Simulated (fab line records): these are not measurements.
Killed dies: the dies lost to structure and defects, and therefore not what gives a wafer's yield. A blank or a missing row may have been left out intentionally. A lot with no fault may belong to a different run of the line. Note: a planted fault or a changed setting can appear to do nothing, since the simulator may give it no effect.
Which tool is to blame? || flow n5-finfet || 21 wafers from 8 lots sampled at 6 of the route's 1938 steps

== WHAT THE GAUGES READ, wafer by wafer ==
N5_BEOL_M12_THK_MEAS_01. Usual: M12_ILD_THK gives 660 nm (standard deviation 7.7).
{"lot": "L839", "measured": "day 10 14:03", "on": "film-metro-01", "M12_ILD_THK (nm)": "666 675 673", "flag": ""}
{"lot": "L841", "measured": "day 11 08:44", "on": "film-metro-02", "M12_ILD_THK (nm)": "657 664 661", "flag": ""}
{"lot": "L844", "measured": "day 12 11:47", "on": "film-metro-01", "M12_ILD_THK (nm)": "657 658 673", "flag": ""}
{"lot": "L854", "measured": "day 13 23:27", "on": "film-metro-01", "M12_ILD_THK (nm)": "664 667", "flag": ""}
{"lot": "L853", "measured": "day 14 04:19", "on": "film-metro-02", "M12_ILD_THK (nm)": "656 660", "flag": ""}
{"lot": "L855", "measured": "day 14 21:51", "on": "film-metro-01", "M12_ILD_THK (nm)": "674 672", "flag": ""}
{"lot": "L862", "measured": "day 16 13:32", "on": "film-metro-01", "M12_ILD_THK (nm)": "646 654 659", "flag": ""}
{"lot": "L861", "measured": "day 16 13:55", "on": "film-metro-01", "M12_ILD_THK (nm)": "654 647 658", "flag": ""}

N5_BEOL_M12_CD_MEAS_28 targets a cd of 160.2 nm. Usual: 159.3 nm for cd-nm, sd 1.
{"lot": "L839", "measured": "day 10 15:33", "on": "cd-sem-01", "cd-nm (nm)": "157.9 159.2 158.5", "flag": ""}
{"lot": "L841", "measured": "day 11 09:58", "on": "cd-sem-01", "cd-nm (nm)": "158.9 159.4 158.0", "flag": ""}
{"lot": "L844", "measured": "day 12 13:19", "on": "cd-sem-02", "cd-nm (nm)": "159.3 157.0 156.8", "flag": ""}
{"lot": "L854", "measured": "day 14 00:47", "on": "cd-sem-01", "cd-nm (nm)": "158.8 172.5", "flag": "OFF"}
{"lot": "L853", "measured": "day 14 05:57", "on": "cd-sem-02", "cd-nm (nm)": "160.0 172.3", "flag": "OFF"}
{"lot": "L855", "measured": "day 14 23:12", "on": "cd-sem-02", "cd-nm (nm)": "159.2 170.8", "flag": "OFF"}
{"lot": "L862", "measured": "day 16 14:59", "on": "cd-sem-02", "cd-nm (nm)": "159.0 159.5 159.8", "flag": ""}
{"lot": "L861", "measured": "day 16 15:15", "on": "cd-sem-01", "cd-nm (nm)": "159.3 159.3 158.7", "flag": ""}

N5_BEOL_M12_OCD_MEAS_35. Usual: 320 nm for trench-depth-nm, sd 3.
{"lot": "L839", "measured": "day 10 16:16", "on": "ocd-01", "trench-depth-nm (nm)": "315 317 324", "flag": ""}
{"lot": "L841", "measured": "day 11 10:44", "on": "ocd-01", "trench-depth-nm (nm)": "324 322 323", "flag": ""}
{"lot": "L844", "measured": "day 12 13:55", "on": "ocd-01", "trench-depth-nm (nm)": "315 312 317", "flag": ""}
{"lot": "L854", "measured": "day 14 02:22", "on": "ocd-01", "trench-depth-nm (nm)": "317 317", "flag": ""}
{"lot": "L853", "measured": "day 14 06:35", "on": "ocd-01", "trench-depth-nm (nm)": "320 317", "flag": ""}
{"lot": "L855", "measured": "day 14 23:48", "on": "ocd-02", "trench-depth-nm (nm)": "319 317", "flag": ""}
{"lot": "L862", "measured": "day 16 15:36", "on": "ocd-01", "trench-depth-nm (nm)": "318 320 316", "flag": ""}
{"lot": "L861", "measured": "day 16 15:51", "on": "ocd-02", "trench-depth-nm (nm)": "318 322 322", "flag": ""}

N5_BEOL_M15_RC_MEAS_101. Usual: COMB_M10 1.4e-11 S/m, standard deviation 3.2e-12; COMB_M11 1.31e-11 S/m, standard deviation 2.6e-12; COMB_M12 5.3e-12 S/m, standard deviation 1.3e-12; COMB_M13 3.5e-12 S/m, standard deviation 1.1e-12; COMB_M14 2.5e-12 S/m, standard deviation 9.2e-13; COMB_M15 1.4e-12 S/m, standard deviation 7.1e-13; COMB_M5 3.4e-11 S/m, standard deviation 7.9e-12; COMB_M6 2.4e-11 S/m, standard deviation 5.1e-12; COMB_M7 2.3e-11 S/m, standard deviation 4.9e-12; COMB_M7_max_site 3.4e-11 S/m, standard deviation 7.4e-12; COMB_M8 2.4e-11 S/m, standard deviation 5.6e-12; COMB_M9 1.4e-11 S/m, standard deviation 3e-12; SERP_M10 3.02 ohm/um, standard deviation 0.057; SERP_M11 3.07 ohm/um, standard deviation 0.061; SERP_M12 0.638 ohm/um, standard deviation 0.011; SERP_M12_max_site 0.652 ohm/um, standard deviation 0.013; SERP_M13 0.311 ohm/um, standard deviation 0.0054; SERP_M14 0.1589 ohm/um, standard deviation 0.0025; SERP_M14_max_site 0.1608 ohm/um, standard deviation 0.0026; SERP_M5 39.4 ohm/um, standard deviation 1.5; SERP_M6 13.7 ohm/um, standard deviation 0.44; SERP_M7 13.8 ohm/um, standard deviation 0.39; SERP_M8 13.6 ohm/um, standard deviation 0.43; SERP_M9 3.07 ohm/um, standard deviation 0.057.
{"lot": "L839", "measured": "day 11 16:50", "on": "prober-02", "COMB_M10 (S/m)": "1.3e-11 1.4e-11 1.7e-11", "COMB_M11 (S/m)": "9.2e-12 1.71e-11 8.6e-12", "COMB_M12 (S/m)": "4.7e-12 4.6e-12 5.9e-12", "COMB_M13 (S/m)": "4e-12 3.4e-12 4e-12", "COMB_M14 (S/m)": "4.7e-12 3.2e-12 4.3e-12", "COMB_M15 (S/m)": "2e-12 1.1e-12 2.3e-12", "COMB_M5 (S/m)": "5.6e-11 3.9e-11 4.7e-11", "COMB_M6 (S/m)": "2.9e-11 2.6e-11 2.6e-11", "COMB_M7 (S/m)": "2.2e-11 2.7e-11 2.3e-11", "COMB_M7_max_site (S/m)": "3.1e-11 3.4e-11 3.2e-11", "COMB_M8 (S/m)": "3.6e-11 2.6e-11 2.6e-11", "COMB_M9 (S/m)": "1.7e-11 1.7e-11 1.2e-11", "SERP_M10 (ohm/um)": "3.10 3.08 3.13", "SERP_M11 (ohm/um)": "3.09 3.14 3.11", "SERP_M12 (ohm/um)": "0.660 0.638 0.634", "SERP_M12_max_site (ohm/um)": "0.675 0.656 0.646", "SERP_M13 (ohm/um)": "0.315 0.305 0.306", "SERP_M14 (ohm/um)": "0.1606 0.1629 0.1587", "SERP_M14_max_site (ohm/um)": "0.1621 0.1636 0.1609", "SERP_M5 (ohm/um)": "40.7 40.2 41.4", "SERP_M6 (ohm/um)": "14.0 14.0 13.2", "SERP_M7 (ohm/um)": "13.8 13.5 13.9", "SERP_M8 (ohm/um)": "13.4 14.2 14.1", "SERP_M9 (ohm/um)": "3.08 3.15 3.12", "flag": ""}
{"lot": "L841", "measured": "day 12 12:04", "on": "prober-01", "COMB_M10 (S/m)": "1.3e-11 1.2e-11 1e-11", "COMB_M11 (S/m)": "1.07e-11 1.57e-11 1.77e-11", "COMB_M12 (S/m)": "5.1e-12 4.9e-12 6.3e-12", "COMB_M13 (S/m)": "2.5e-12 2.7e-12 2.7e-12", "COMB_M14 (S/m)": "1.6e-12 2.1e-12 1.7e-12", "COMB_M15 (S/m)": "8e-13 7e-13 7e-13", "COMB_M5 (S/m)": "3.6e-11 2.4e-11 2.8e-11", "COMB_M6 (S/m)": "2.8e-11 2.3e-11 2.5e-11", "COMB_M7 (S/m)": "2.1e-11 2.6e-11 2.8e-11", "COMB_M7_max_site (S/m)": "2.8e-11 3.7e-11 5e-11", "COMB_M8 (S/m)": "2.6e-11 2.6e-11 1.9e-11", "COMB_M9 (S/m)": "1.2e-11 1.6e-11 8e-12", "SERP_M10 (ohm/um)": "2.95 3.08 3.02", "SERP_M11 (ohm/um)": "3.16 3.07 3.18", "SERP_M12 (ohm/um)": "0.637 0.629 0.637", "SERP_M12_max_site (ohm/um)": "0.655 0.642 0.644", "SERP_M13 (ohm/um)": "0.305 0.306 0.311", "SERP_M14 (ohm/um)": "0.1561 0.1605 0.1585", "SERP_M14_max_site (ohm/um)": "0.1585 0.1624 0.1602", "SERP_M5 (ohm/um)": "38.1 40.6 39.1", "SERP_M6 (ohm/um)": "13.7 13.4 13.3", "SERP_M7 (ohm/um)": "13.5 13.7 13.5", "SERP_M8 (ohm/um)": "13.8 13.8 13.6", "SERP_M9 (ohm/um)": "3.15 3.09 3.12", "flag": ""}
{"lot": "L844", "measured": "day 13 15:56", "on": "prober-01", "COMB_M10 (S/m)": "1.4e-11 1.6e-11 1.5e-11", "COMB_M11 (S/m)": "1.53e-11 1.8e-11 1.03e-11", "COMB_M12 (S/m)": "5.1e-12 4e-12 3.4e-12", "COMB_M13 (S/m)": "4.1e-12 4.5e-12 3.6e-12", "COMB_M14 (S/m)": "1.8e-12 3e-13 1.8e-12", "COMB_M15 (S/m)": "3e-13 1.5e-12 8e-13", "COMB_M5 (S/m)": "4.2e-11 4.6e-11 3.4e-11", "COMB_M6 (S/m)": "2.9e-11 3e-11 2.1e-11", "COMB_M7 (S/m)": "1.7e-11 1.8e-11 3e-11", "COMB_M7_max_site (S/m)": "3.7e-11 4e-11 3.7e-11", "COMB_M8 (S/m)": "2.5e-11 2.6e-11 2e-11", "COMB_M9 (S/m)": "1.5e-11 1.7e-11 1.1e-11", "SERP_M10 (ohm/um)": "3.18 3.14 3.10", "SERP_M11 (ohm/um)": "3.08 3.03 3.11", "SERP_M12 (ohm/um)": "0.652 0.681 0.666", "SERP_M12_max_site (ohm/um)": "0.662 0.691 0.679", "SERP_M13 (ohm/um)": "0.310 0.316 0.313", "SERP_M14 (ohm/um)": "0.1574 0.1615 0.1588", "SERP_M14_max_site (ohm/um)": "0.1595 0.1638 0.1602", "SERP_M5 (ohm/um)": "39.1 40.0 40.9", "SERP_M6 (ohm/um)": "13.4 13.4 12.6", "SERP_M7 (ohm/um)": "13.1 13.4 13.6", "SERP_M8 (ohm/um)": "14.1 13.6 14.4", "SERP_M9 (ohm/um)": "3.05 3.01 3.02", "flag": ""}
{"lot": "L854", "measured": "day 14 23:19", "on": "prober-01", "COMB_M10 (S/m)": "1e-11 1.1e-11", "COMB_M11 (S/m)": "9.2e-12 1.62e-11", "COMB_M12 (S/m)": "4e-12 4.8e-12", "COMB_M13 (S/m)": "3.7e-12 2.9e-12", "COMB_M14 (S/m)": "1.3e-12 1.7e-12", "COMB_M15 (S/m)": "1.7e-12 1.1e-12", "COMB_M5 (S/m)": "2.7e-11 2.9e-11", "COMB_M6 (S/m)": "2.4e-11 2.4e-11", "COMB_M7 (S/m)": "2.7e-11 2e-11", "COMB_M7_max_site (S/m)": "3.4e-11 3.9e-11", "COMB_M8 (S/m)": "2.7e-11 2.1e-11", "COMB_M9 (S/m)": "2e-11 1.4e-11", "SERP_M10 (ohm/um)": "3.01 3.06", "SERP_M11 (ohm/um)": "2.96 3.17", "SERP_M12 (ohm/um)": "0.638 0.560", "SERP_M12_max_site (ohm/um)": "0.651 0.568", "SERP_M13 (ohm/um)": "0.311 0.310", "SERP_M14 (ohm/um)": "0.1561 0.1558", "SERP_M14_max_site (ohm/um)": "0.1582 0.1567", "SERP_M5 (ohm/um)": "40.3 40.0", "SERP_M6 (ohm/um)": "14.2 14.0", "SERP_M7 (ohm/um)": "13.7 13.5", "SERP_M8 (ohm/um)": "12.8 13.0", "SERP_M9 (ohm/um)": "3.01 2.98", "flag": "OFF"}
{"lot": "L853", "measured": "day 15 03:22", "on": "prober-01", "COMB_M10 (S/m)": "1e-11 1.4e-11", "COMB_M11 (S/m)": "1.34e-11 1.1e-11", "COMB_M12 (S/m)": "3.4e-12 4.1e-12", "COMB_M13 (S/m)": "2.8e-12 2.7e-12", "COMB_M14 (S/m)": "2.1e-12 2.6e-12", "COMB_M15 (S/m)": "7e-13 1.1e-12", "COMB_M5 (S/m)": "2.6e-11 2.5e-11", "COMB_M6 (S/m)": "2.1e-11 2.1e-11", "COMB_M7 (S/m)": "2.6e-11 2.8e-11", "COMB_M7_max_site (S/m)": "3.1e-11 3.6e-11", "COMB_M8 (S/m)": "1.4e-11 1.8e-11", "COMB_M9 (S/m)": "1.2e-11 1.5e-11", "SERP_M10 (ohm/um)": "3.02 3.01", "SERP_M11 (ohm/um)": "2.94 3.08", "SERP_M12 (ohm/um)": "0.630 0.569", "SERP_M12_max_site (ohm/um)": "0.639 0.572", "SERP_M13 (ohm/um)": "0.316 0.322", "SERP_M14 (ohm/um)": "0.1569 0.1582", "SERP_M14_max_site (ohm/um)": "0.1586 0.1618", "SERP_M5 (ohm/um)": "35.1 38.0", "SERP_M6 (ohm/um)": "13.1 14.0", "SERP_M7 (ohm/um)": "13.7 13.8", "SERP_M8 (ohm/um)": "13.3 13.6", "SERP_M9 (ohm/um)": "3.06 3.21", "flag": "OFF"}
{"lot": "L855", "measured": "day 15 22:37", "on": "prober-02", "COMB_M10 (S/m)": "1.4e-11 1.2e-11", "COMB_M11 (S/m)": "1.45e-11 1.24e-11", "COMB_M12 (S/m)": "4e-12 6.8e-12", "COMB_M13 (S/m)": "4.3e-12 4.6e-12", "COMB_M14 (S/m)": "2.4e-12 3.4e-12", "COMB_M15 (S/m)": "1.3e-12 2e-12", "COMB_M5 (S/m)": "3.9e-11 4.6e-11", "COMB_M6 (S/m)": "2.1e-11 3e-11", "COMB_M7 (S/m)": "1.9e-11 2.3e-11", "COMB_M7_max_site (S/m)": "2.2e-11 3.2e-11", "COMB_M8 (S/m)": "3e-11 2.6e-11", "COMB_M9 (S/m)": "1.3e-11 1.6e-11", "SERP_M10 (ohm/um)": "3.03 2.93", "SERP_M11 (ohm/um)": "3.00 3.03", "SERP_M12 (ohm/um)": "0.628 0.565", "SERP_M12_max_site (ohm/um)": "0.647 0.570", "SERP_M13 (ohm/um)": "0.303 0.305", "SERP_M14 (ohm/um)": "0.1586 0.1598", "SERP_M14_max_site (ohm/um)": "0.1605 0.1614", "SERP_M5 (ohm/um)": "40.6 37.2", "SERP_M6 (ohm/um)": "13.7 13.9", "SERP_M7 (ohm/um)": "13.6 13.8", "SERP_M8 (ohm/um)": "13.3 13.5", "SERP_M9 (ohm/um)": "2.96 3.11", "flag": "OFF"}
{"lot": "L862", "measured": "day 18 03:25", "on": "prober-01", "COMB_M10 (S/m)": "1e-11 8e-12 1e-11", "COMB_M11 (S/m)": "9.7e-12 9.9e-12 1.13e-11", "COMB_M12 (S/m)": "6.5e-12 4.5e-12 6.4e-12", "COMB_M13 (S/m)": "1.7e-12 3.3e-12 3.2e-12", "COMB_M14 (S/m)": "2e-12 3e-12 2.8e-12", "COMB_M15 (S/m)": "1.6e-12 1.1e-12 1.2e-12", "COMB_M5 (S/m)": "1.8e-11 3.2e-11 4.2e-11", "COMB_M6 (S/m)": "2.6e-11 2.4e-11 2.3e-11", "COMB_M7 (S/m)": "1.6e-11 2e-11 1.7e-11", "COMB_M7_max_site (S/m)": "2.6e-11 2.9e-11 2.2e-11", "COMB_M8 (S/m)": "2.3e-11 2.7e-11 2.4e-11", "COMB_M9 (S/m)": "1e-11 7e-12 8e-12", "SERP_M10 (ohm/um)": "3.02 3.01 3.04", "SERP_M11 (ohm/um)": "3.00 3.24 3.02", "SERP_M12 (ohm/um)": "0.649 0.641 0.656", "SERP_M12_max_site (ohm/um)": "0.675 0.652 0.664", "SERP_M13 (ohm/um)": "0.311 0.312 0.305", "SERP_M14 (ohm/um)": "0.1580 0.1608 0.1576", "SERP_M14_max_site (ohm/um)": "0.1599 0.1638 0.1601", "SERP_M5 (ohm/um)": "41.4 40.9 39.7", "SERP_M6 (ohm/um)": "13.5 13.7 13.6", "SERP_M7 (ohm/um)": "13.6 14.4 14.4", "SERP_M8 (ohm/um)": "13.3 13.3 13.7", "SERP_M9 (ohm/um)": "2.98 3.04 3.09", "flag": ""}
{"lot": "L861", "measured": "day 18 03:47", "on": "prober-02", "COMB_M10 (S/m)": "1.5e-11 1.3e-11 1.4e-11", "COMB_M11 (S/m)": "9.9e-12 1.23e-11 1.34e-11", "COMB_M12 (S/m)": "5e-12 5.7e-12 6e-12", "COMB_M13 (S/m)": "5.2e-12 3.2e-12 3.7e-12", "COMB_M14 (S/m)": "2.7e-12 1.9e-12 2.3e-12", "COMB_M15 (S/m)": "2e-12 2.3e-12 1.7e-12", "COMB_M5 (S/m)": "3.7e-11 4.3e-11 3.5e-11", "COMB_M6 (S/m)": "2.6e-11 1.9e-11 3.1e-11", "COMB_M7 (S/m)": "2.3e-11 2.7e-11 1.8e-11", "COMB_M7_max_site (S/m)": "2.7e-11 3.4e-11 3.3e-11", "COMB_M8 (S/m)": "1.9e-11 2.6e-11 2.3e-11", "COMB_M9 (S/m)": "1.5e-11 1e-11 1.8e-11", "SERP_M10 (ohm/um)": "3.01 3.03 2.99", "SERP_M11 (ohm/um)": "3.12 3.14 3.19", "SERP_M12 (ohm/um)": "0.640 0.640 0.634", "SERP_M12_max_site (ohm/um)": "0.658 0.647 0.658", "SERP_M13 (ohm/um)": "0.311 0.296 0.311", "SERP_M14 (ohm/um)": "0.1580 0.1592 0.1559", "SERP_M14_max_site (ohm/um)": "0.1603 0.1608 0.1583", "SERP_M5 (ohm/um)": "38.1 37.6 38.8", "SERP_M6 (ohm/um)": "13.8 13.3 13.1", "SERP_M7 (ohm/um)": "13.6 14.0 13.6", "SERP_M8 (ohm/um)": "13.5 13.2 13.5", "SERP_M9 (ohm/um)": "3.18 3.12 3.00", "flag": ""}

== TOOL THAT RAN EACH LOT (tool first, then ch and the chambers of the sampled wafers, then the start) ==
{"lot": "L839", "N5_BEOL_M12_STRIP_64": "plasma-asher-01 ch 0, day 10 14:57", "N5_BEOL_M12_EXPOSE_25": "krf-scanner-01 ch 0, day 10 15:23"}
{"lot": "L841", "N5_BEOL_M12_STRIP_64": "plasma-asher-02 ch 0,1, day 11 09:30", "N5_BEOL_M12_EXPOSE_25": "krf-scanner-02 ch 0, day 11 09:49"}
{"lot": "L844", "N5_BEOL_M12_STRIP_64": "plasma-asher-02 ch 0,1, day 12 12:50", "N5_BEOL_M12_EXPOSE_25": "krf-scanner-01 ch 0, day 12 13:08"}
{"lot": "L854", "N5_BEOL_M12_STRIP_64": "plasma-asher-02 ch 0,1, day 14 00:19", "N5_BEOL_M12_EXPOSE_25": "krf-scanner-01 ch 0, day 14 00:37"}
{"lot": "L853", "N5_BEOL_M12_STRIP_64": "plasma-asher-02 ch 0, day 14 05:16", "N5_BEOL_M12_EXPOSE_25": "krf-scanner-01 ch 0, day 14 05:47"}
{"lot": "L855", "N5_BEOL_M12_STRIP_64": "plasma-asher-02 ch 0,1, day 14 22:44", "N5_BEOL_M12_EXPOSE_25": "krf-scanner-01 ch 0, day 14 23:02"}
{"lot": "L862", "N5_BEOL_M12_STRIP_64": "plasma-asher-02 ch 0,1, day 16 14:23", "N5_BEOL_M12_EXPOSE_25": "krf-scanner-02 ch 0, day 16 14:49"}
{"lot": "L861", "N5_BEOL_M12_STRIP_64": "plasma-asher-02 ch 0,1, day 16 14:46", "N5_BEOL_M12_EXPOSE_25": "krf-scanner-02 ch 0, day 16 15:04"}
- N5_BEOL_M12_STRIP_64: strips in N2/H2.
- N5_BEOL_M12_EXPOSE_25: exposes mask M12.

== WHAT THE TOOLS THEMSELVES READ (means of the sampled wafers that have a number; where no wafer has one, the mark that the record gives instead) ==
N5_BEOL_M12_STRIP_64. Usual: drypump-motor-current-A 5.56 A, standard deviation 0.18; heater-power-w 345 W, standard deviation 24; oes-product-au 0.715 a.u., standard deviation 0.0048; strip-time-to-endpoint-s 31.32 s, standard deviation 0.07.
{"lot": "L839", "tool": "plasma-asher-01", "drypump-motor-current-A (A)": 5.36, "heater-power-w (W)": 317, "oes-product-au (a.u.)": 0.719, "strip-time-to-endpoint-s (s)": 31.29, "flag": ""}
{"lot": "L841", "tool": "plasma-asher-02", "drypump-motor-current-A (A)": 5.63, "heater-power-w (W)": 343, "oes-product-au (a.u.)": 0.719, "strip-time-to-endpoint-s (s)": 31.32, "flag": ""}
{"lot": "L844", "tool": "plasma-asher-02", "drypump-motor-current-A (A)": 5.61, "heater-power-w (W)": 336, "oes-product-au (a.u.)": 0.708, "strip-time-to-endpoint-s (s)": 31.37, "flag": ""}
{"lot": "L854", "tool": "plasma-asher-02", "drypump-motor-current-A (A)": 5.55, "heater-power-w (W)": 340, "oes-product-au (a.u.)": 0.712, "strip-time-to-endpoint-s (s)": 31.25, "flag": ""}
{"lot": "L853", "tool": "plasma-asher-02", "drypump-motor-current-A (A)": 5.39, "heater-power-w (W)": 342, "oes-product-au (a.u.)": 0.716, "strip-time-to-endpoint-s (s)": 31.29, "flag": ""}
{"lot": "L855", "tool": "plasma-asher-02", "drypump-motor-current-A (A)": 5.54, "heater-power-w (W)": 334, "oes-product-au (a.u.)": 0.713, "strip-time-to-endpoint-s (s)": 31.41, "flag": ""}
{"lot": "L862", "tool": "plasma-asher-02", "drypump-motor-current-A (A)": 5.49, "heater-power-w (W)": 337, "oes-product-au (a.u.)": 0.714, "strip-time-to-endpoint-s (s)": 31.31, "flag": ""}
{"lot": "L861", "tool": "plasma-asher-02", "drypump-motor-current-A (A)": 5.49, "heater-power-w (W)": 340, "oes-product-au (a.u.)": 0.716, "strip-time-to-endpoint-s (s)": 31.36, "flag": ""}

N5_BEOL_M12_EXPOSE_25. Usual: focus-offset-nm 0.0 nm, standard deviation 0.54; stage-vel-mm-s 499.97 mm/s, standard deviation 0.27.
{"lot": "L839", "tool": "krf-scanner-01", "focus-offset-nm (nm)": -0.0, "stage-vel-mm-s (mm/s)": 500.28, "flag": ""}
{"lot": "L841", "tool": "krf-scanner-02", "focus-offset-nm (nm)": -0.2, "stage-vel-mm-s (mm/s)": 499.78, "flag": ""}
{"lot": "L844", "tool": "krf-scanner-01", "focus-offset-nm (nm)": 0.2, "stage-vel-mm-s (mm/s)": 500.18, "flag": ""}
{"lot": "L854", "tool": "krf-scanner-01", "focus-offset-nm (nm)": -0.1, "stage-vel-mm-s (mm/s)": 500.44, "flag": ""}
{"lot": "L853", "tool": "krf-scanner-01", "focus-offset-nm (nm)": 0.3, "stage-vel-mm-s (mm/s)": 499.94, "flag": ""}
{"lot": "L855", "tool": "krf-scanner-01", "focus-offset-nm (nm)": 0.0, "stage-vel-mm-s (mm/s)": 499.77, "flag": ""}
{"lot": "L862", "tool": "krf-scanner-02", "focus-offset-nm (nm)": -0.2, "stage-vel-mm-s (mm/s)": 499.99, "flag": ""}
{"lot": "L861", "tool": "krf-scanner-02", "focus-offset-nm (nm)": 0.3, "stage-vel-mm-s (mm/s)": 500.09, "flag": ""}

== THE ANSWER, worked out from the rows above alone ==
Rule: lot off if the mean of its wafers having a number is beyond 3 standard deviations from the usual mean. Also off: a lot with no number at a reading for which 4 or more lots have one. All remaining lots with rows at the step are treated as sound. Order of review: gauges by route order, followed by the tools' own readings, for which a lot's mean as printed above is used. At the first step where some lot is off, the reading lying furthest off is the one used; lots without a number count as furthest.
Off at N5_BEOL_M12_CD_MEAS_28 (cd-nm): L854, L853, L855.
A tool fits if, at a process step before that reading, it ran every lot that is off, and no sound lot after the first of them. The gauges at N5_BEOL_M12_CD_MEAS_28 aren't tried: what is off there is off at N5_BEOL_M15_RC_MEAS_101 too, on other tools, and a gauge's error can't cause that. One candidate fits, namely krf-scanner-01 at N5_BEOL_M12_EXPOSE_25. Its last sound lot is L844 (day 12 13:08), its first lot that is off L854 (day 14 00:37): a fault that began between those two fits.

== WHAT HAD BEEN PUT IN BY THE SIMULATOR ==
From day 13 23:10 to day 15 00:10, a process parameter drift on krf-scanner-01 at N5_BEOL_M12_EXPOSE_25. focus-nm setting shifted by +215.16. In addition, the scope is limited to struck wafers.
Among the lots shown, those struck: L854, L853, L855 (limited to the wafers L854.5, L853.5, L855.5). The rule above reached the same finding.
